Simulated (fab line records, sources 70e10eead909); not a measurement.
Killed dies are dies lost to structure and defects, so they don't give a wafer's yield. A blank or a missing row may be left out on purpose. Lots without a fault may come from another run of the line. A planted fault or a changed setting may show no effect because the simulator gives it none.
Chamber matching | flow nand_harc | NHARC_A_WL_FILL_ALD_19 on ald_metal-03: 4 sister chambers
The step deposits TiN, target thk 2 nm, pulse time 3 s, ald cycles 100. 8 wafers are shown with their chamber, then 8 later ones without.

WAFERS WITH THEIR CHAMBER
wafer  | chamber | heater_power_w (W) | precursor_pulse_height_rel
L078.3 | 1       | 1095               | 0.997
L082.4 | 0       | 1069               | 0.993
L087.2 | 0       | 1108               | 0.987
L087.5 | 2       | 1297               | 0.991
L088.2 | 2       | 1290               | 1.004
L088.4 | 3       | 861                | 1.023
L088.5 | 3       | 841                | 0.992
L094.1 | 1       | 1098               | 1.037

WAFERS WITHOUT THEIR CHAMBER
wafer  | heater_power_w (W) | precursor_pulse_height_rel
L094.3 | 1298               | 0.990
L094.5 | 893                | 0.993
L095.3 | 1109               | 0.986
L095.5 | 1104               | 0.995
L095.6 | 857                | 0.985
L097.2 | 873                | 1.025
L097.3 | 1066               | 1.004
L097.5 | 867                | 0.957

WHICH CHAMBER EACH WENT THROUGH
wafer  | from the rows above     | in truth
L094.3 | 2                       | 2
L094.5 | 3                       | 3
L095.3 | can't be placed: 0 or 1 | 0
L095.5 | can't be placed: 0 or 1 | 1
L095.6 | 3                       | 3
L097.2 | 3                       | 3
L097.3 | can't be placed: 0 or 1 | 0
L097.5 | 3                       | 3
Placed correctly: 5 of 8. Can't be placed from these rows: 3 (the true chamber is among the candidates in 3). Placed wrongly: 0.
How it was worked out, from the rows above alone: a wafer's distance from a chamber is the root of the sum, over the readings, of the square of ((its reading less the chamber's mean) divided by the reading's scatter). The wafer belongs to the nearest chamber; if the next one is less than 2 further off, it can't be placed. A chamber's mean is the mean of its shown wafers. The scatter: the root of (the sum of the squares of (reading less its chamber's mean) over the shown wafers, divided by (wafers less chambers)).
